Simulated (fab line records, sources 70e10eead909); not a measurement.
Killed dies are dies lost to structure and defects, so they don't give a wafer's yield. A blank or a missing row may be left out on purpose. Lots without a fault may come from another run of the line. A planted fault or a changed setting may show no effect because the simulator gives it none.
A struck lot beside a sound one | flow nand_harc | 43 steps out of a route of 1302
Sound: wafers L871.3, L871.4, L871.6. Struck: wafers L877.1, L877.4, L877.5. The cause comes at the end.
At each step with rows: each side's tool, then ch and its chambers, then its first start. Under that, the readings that differ: sound wafers | struck wafers | difference of the means | sigmas: that difference in standard deviations of wafers without a fault.
alike: readings whose means differ by less than 2 such deviations, and words and numbers that are the same on both sides. not compared: withheld readings, readings that some wafer has no value for, bounds like >300 that may hide the same value, and numbers for which the record gives no deviation and whose values overlap.
The two part at a step that has a row with sigmas, a row that says differs or no value, or rows on one side only. Numbers that don't overlap but have no deviation are shown without sigmas and don't part them. A reading that every wafer of one side lacks parts them only if that side has two wafers or more.

first, 2 steps without rows for these wafers: NHARC_A_CONTACT_PEB_40 (peb time 65 s); NHARC_A_CONTACT_DEVELOP_41 (develop time 35 s).
NHARC_A_CONTACT_CD_MEAS_42: target cd 300 nm.
  sound on cd_sem-02 ch 0, day 22 20:31; struck on cd_sem-01 ch 0, day 26 12:27
  alike: cd_nm
NHARC_A_CONTACT_OVL_MEAS_43:
  sound on overlay-02, day 22 20:36; struck on overlay-02, day 26 12:32
  alike: overlay_x_nm, overlay_y_nm
NHARC_A_CONTACT_INSPECT_44:
  sound on defect_inspect-02, day 22 20:38; struck on defect_inspect-02, day 26 12:34
  alike: raw_defect_count
NHARC_A_CONTACT_DESCUM_47: chemistry O2, time 3 s.
  sound on rie_diel-02 ch 0,1, day 22 20:42; struck on rie_diel-02 ch 1,3, day 26 12:38
  alike: drypump_motor_current_A, oes_product_au, rf_vpp_V, showerhead_plenum_p_Torr, throttle_valve_pct
  not compared: rf_hours_counter_h
then, 2 steps without rows for these wafers: NHARC_A_CONTACT_ETCH_48 (etches the open film in CF4, target depth 39 nm, time 65 s); NHARC_A_CONTACT_ETCH_49 (etches the open film in N2/H2, target depth 260 nm, time 475.3 s).
NHARC_A_CONTACT_ETCH_50: etches the open film in CF4/CHF3, target depth 121 nm, time 60.5 s.
  sound on rie_diel-02 ch 0,3; struck on rie_diel-02 ch 0,3
  alike: bias_w, cf4_flow_sccm, drypump_motor_current_A, oes_product_au, rf_vpp_V, showerhead_plenum_p_Torr, throttle_valve_pct
  not compared: rf_hours_counter_h
then, 3 steps without rows for these wafers: NHARC_A_CONTACT_ETCH_51 (etches the open film in O2/COS, target depth 7000 nm, time 1820 s); NHARC_A_CONTACT_ETCH_111 (etches the open film in C4F8/O2/Ar, time 140 s, target depth 700 nm); NHARC_A_CONTACT_ETCH_112 (etches the open film in C4F8/O2/Ar, time 190 s, target depth 1850 nm).
NHARC_A_CONTACT_ETCH_113: etches the open film in C4F8/O2/Ar, time 190 s, target depth 1850 nm.
  sound on har_cap_etch-03 ch 0,1, day 22 23:32; struck on har_cap_etch-01 ch 0,1, day 26 14:50
  alike: oes_air_line_au
  not compared: rf_hours_counter_h
then, 1 step without rows for these wafers: NHARC_A_CONTACT_ETCH_114 (etches the open film in C4F8/O2/Ar, time 190 s, target depth 1850 nm).
NHARC_A_CONTACT_ETCH_115: etches the open film in C4F8/O2/Ar, time 190 s, target depth 1850 nm.
  sound on har_cap_etch-03 ch 0,1, day 22 23:52; struck on har_cap_etch-01 ch 0,1, day 26 15:10
  alike: oes_air_line_au
  not compared: rf_hours_counter_h
then, 8 steps without rows for these wafers: NHARC_A_CONTACT_ETCH_116 (etches the open film in C4F8/O2/Ar, time 190 s, target depth 1850 nm); NHARC_A_CONTACT_ETCH_117 (etches the open film in C4F8/O2/Ar, time 190 s, target depth 1850 nm); NHARC_A_CONTACT_ETCH_118 (etches the open film in C4F8/O2/Ar, time 190 s, target depth 1850 nm); NHARC_A_CONTACT_ETCH_119 (etches the open film in C4F8/O2/Ar, time 190 s, target depth 1850 nm); NHARC_A_CONTACT_ETCH_120 (etches the open film in C4F8/O2/Ar, time 190 s, target depth 1850 nm); NHARC_A_CONTACT_ETCH_121 (etches the open film in C4F8/O2/Ar, time 190 s, target depth 1850 nm); NHARC_A_CONTACT_ETCH_122 (etches the open film in C4F8/O2/Ar, time 190 s, target depth 1850 nm); NHARC_A_CONTACT_ETCH_123 (etches the open film in C4F8/O2/Ar, time 490 s, target depth 2110 nm).
NHARC_A_CONTACT_ETCH_90: etches the open film in CH3F/O2, target depth 40 nm, time 85.7 s.
  sound on rie_diel-03 ch 1,2,3, day 23 02:13; struck on rie_diel-03 ch 1,3, day 26 17:31
  reading               | sound          | struck         | difference | sigmas
  oes_product_au (a.u.) | 1.00 1.01 0.98 | 0.91 0.94 0.92 | -0.07      | -2
  alike: bias_w, drypump_motor_current_A, rf_vpp_V, showerhead_plenum_p_Torr, throttle_valve_pct
  not compared: rf_hours_counter_h
NHARC_A_CONTACT_ETCH_96: etches the open film in C4F6/O2, target depth 20 nm, time 10 s.
  sound on rie_diel-03 ch 1,2,3; struck on rie_diel-03 ch 1,2
  alike: bias_w, drypump_motor_current_A, oes_product_au, rf_vpp_V, showerhead_plenum_p_Torr, throttle_valve_pct
  not compared: rf_hours_counter_h
NHARC_A_CONTACT_CD_MEAS_53:
  sound on cd_sem-03, day 23 02:25; struck on cd_sem-03, day 26 17:44
  alike: cd_nm
then, 16 steps without rows for these wafers: NHARC_A_CONTACT_STRIP_99 (strips in N2/H2); NHARC_A_CONTACT_STRIP_100 (strips in CF4/CHF3); NHARC_A_CONTACT_STRIP_101 (strips in O2/COS); NHARC_A_CONTACT_ETCH_102 (etches the open film in CF4/O2, target depth 100 nm, overetch 10 nm, time 55 s); NHARC_A_CONTACT_STRIP_55 (strips in O2); NHARC_A_CONTACT_STRIP_56 (strips in post etch residue remover, time 600 s); NHARC_A_CONTACT_DEP_57 (deposits aC, target thk 5300 nm); NHARC_A_CONTACT_DEP_58 (deposits SiON, target thk 90 nm); NHARC_A_CONTACT_DEHYDRATE_59 (time 120 s); NHARC_A_CONTACT_HMDS_60 (time 30 s); NHARC_A_CONTACT_COAT_61 (time 75 s); NHARC_A_CONTACT_COAT_62 (time 65 s); NHARC_A_CONTACT_COAT_63 (resist thk 90 nm); NHARC_A_CONTACT_SOFTBAKE_64 (time 55 s); NHARC_A_CONTACT_EBR_65; NHARC_A_CONTACT_EXPOSE_66 (exposes mask A CC 2).
-- the record jumps here: 3 days lie between the struck wafers' starts before and after (it left off in module A_CONTACT and takes up again in module END, whose first step shown is number 1302 of the route) --
NHARC_END_SORT_01:
  the record has rows for the struck wafers here (prober-02 ch 0, day 30 01:53) and none for the sound ones

WHERE THEY PART
First at NHARC_A_CONTACT_ETCH_90; last, within this record, at NHARC_END_SORT_01.

WHY: what the simulator had put in
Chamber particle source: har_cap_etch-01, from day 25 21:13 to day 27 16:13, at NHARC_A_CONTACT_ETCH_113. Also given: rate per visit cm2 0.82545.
